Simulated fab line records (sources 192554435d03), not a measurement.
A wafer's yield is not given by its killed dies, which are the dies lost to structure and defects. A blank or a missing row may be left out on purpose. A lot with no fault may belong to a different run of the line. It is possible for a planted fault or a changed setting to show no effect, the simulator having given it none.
Split-lot experiment	flow n5 finfet	21 wafers read from 7 lots, route of 1938 steps

## ABOUT THE SPLIT
At N5_FIN_CUT_ETCH_21 (etches SOC in N2/H2, target depth 219 nm, overetch 43.8 nm, time 523.5 s), the setting bias w was moved away from the recipe's 61 W on 9 of the 21 wafers read, by -10.1% to +14.6%. This setting was run at the recipe's value on the other wafers.

Reading taken at the split's own step.

## THE READING
rf vpp V, in V, at N5_FIN_CUT_ETCH_21 (etches SOC in N2/H2, target depth 219 nm, overetch 43.8 nm, time 523.5 s). On this fab line, fault-free wafers typically give 240.6 V with a standard deviation of 1.6 V.

wafer	tool, chamber at the split	bias w as run, W	against the recipe	rf vpp V, V	against lot-mates on the recipe
L074.2	rie diel-01, 1	61	recipe	237.9	-
L074.5	rie diel-01, 1	61	recipe	239.8	-
L074.6	rie diel-01, 2	61	recipe	239.0	-
L075.1	rie diel-01, 1	68.49	+12.3%	257.9	+17.3
L075.3	rie diel-01, 0	61	recipe	241.1	-
L075.5	rie diel-01, 1	61	recipe	240.1	-
L078.3	rie diel-03, 2	61	recipe	242.4	-
L078.5	rie diel-03, 1	61	recipe	238.5	-
L078.6	rie diel-03, 0	61	recipe	241.2	-
L080.2	rie diel-02, 1	68.89	+12.9%	261.4	+17.2
L080.4	rie diel-02, 3	68.89	+12.9%	263.2	+19.0
L080.5	rie diel-02, 3	61	recipe	244.2	-
L084.1	rie diel-02, 0	61	recipe	239.7	-
L084.2	rie diel-02, 3	54.91	-10.0%	228.9	-10.8
L084.3	rie diel-02, 1	54.91	-10.0%	225.1	-14.6
L086.1	rie diel-01, 1	69.9	+14.6%	259.8	+19.6
L086.2	rie diel-01, 0	69.9	+14.6%	264.0	+23.8
L086.4	rie diel-01, 2	61	recipe	240.2	-
L092.1	rie diel-02, 2	61	recipe	239.4	-
L092.3	rie diel-02, 0	54.83	-10.1%	223.6	-15.8
L092.4	rie diel-02, 3	54.83	-10.1%	225.0	-14.4

THE FIT
A straight line over all 21 wafers: rf vpp V changes by +1.52 V for each +1% of bias w; r = +0.99; the points scatter about the line by 1.9 V.
The same after taking each lot's own level away (the mean of its wafers on the recipe; 21 wafers): +1.42 V for each +1%; r = +0.99; scatter 1.4 V.
The reading moves by 21 V for the largest change in bias w, on that fit.
Across the lots, their own levels run from 238.90 to 244.20 V, a range of 3.3 times the standard deviation given above.
The two slopes agree, so the slope changes little with the lot-to-lot level.
Check: for one of the wafers moved furthest among these (+14.6%), held out of the fit, the line's prediction against its lot-mates is +21.2 V. Against them it came out at +19.6 V.
Tool readings at the split's step, against how far the setting was moved: rf vpp V r = +0.99.

## THESE WAFERS: OTHER SPLITS
Note: prior to the reading, these wafers also went through further splits. Each is held against what the fit with the lots' levels taken away leaves over:
other split on the same wafers	wafers away from the commonest value	r with rf vpp V (lot level and that fit taken away)
N5_PMOS_HMC_CHANNEL_EPI_PEB_07 peb temp c	4	+0.10
N5_PMOS_HMC_CHANNEL_EPI_DEVELOP_08 develop time s	9	-0.10
N5_FIN_SAQP_HM_DEP_72 time s	8	+0.11
N5_FIN_SAQP_DESCUM_21 time s	8	-0.04
N5_FIN_CUT_EXPOSE_05 dose mj	9	-0.01

## THE WHOLE CHAIN: every reading that the file lists as answering this split, in the file's order
step	what it does	reading	change (the file's fit)	r (the file's)
N5_FIN_CUT_ETCH_21	etches SOC in N2/H2, target depth 219 nm, overetch 43.8 nm, time 523.5 s	rf vpp V	+1.42 V for each +1% of the setting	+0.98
N5_FIN_CUT_ETCH_21	etches SOC in N2/H2, target depth 219 nm, overetch 43.8 nm, time 523.5 s	SiARC_of_FIN_CUT_COAT_19.thk nm (the simulator's own value, which no gauge read)	-0.0505 nm for each +1% of the setting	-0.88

## FILE'S OWN FIT
rf vpp V changes by +1.42 V for each +1% of bias w, r = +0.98.
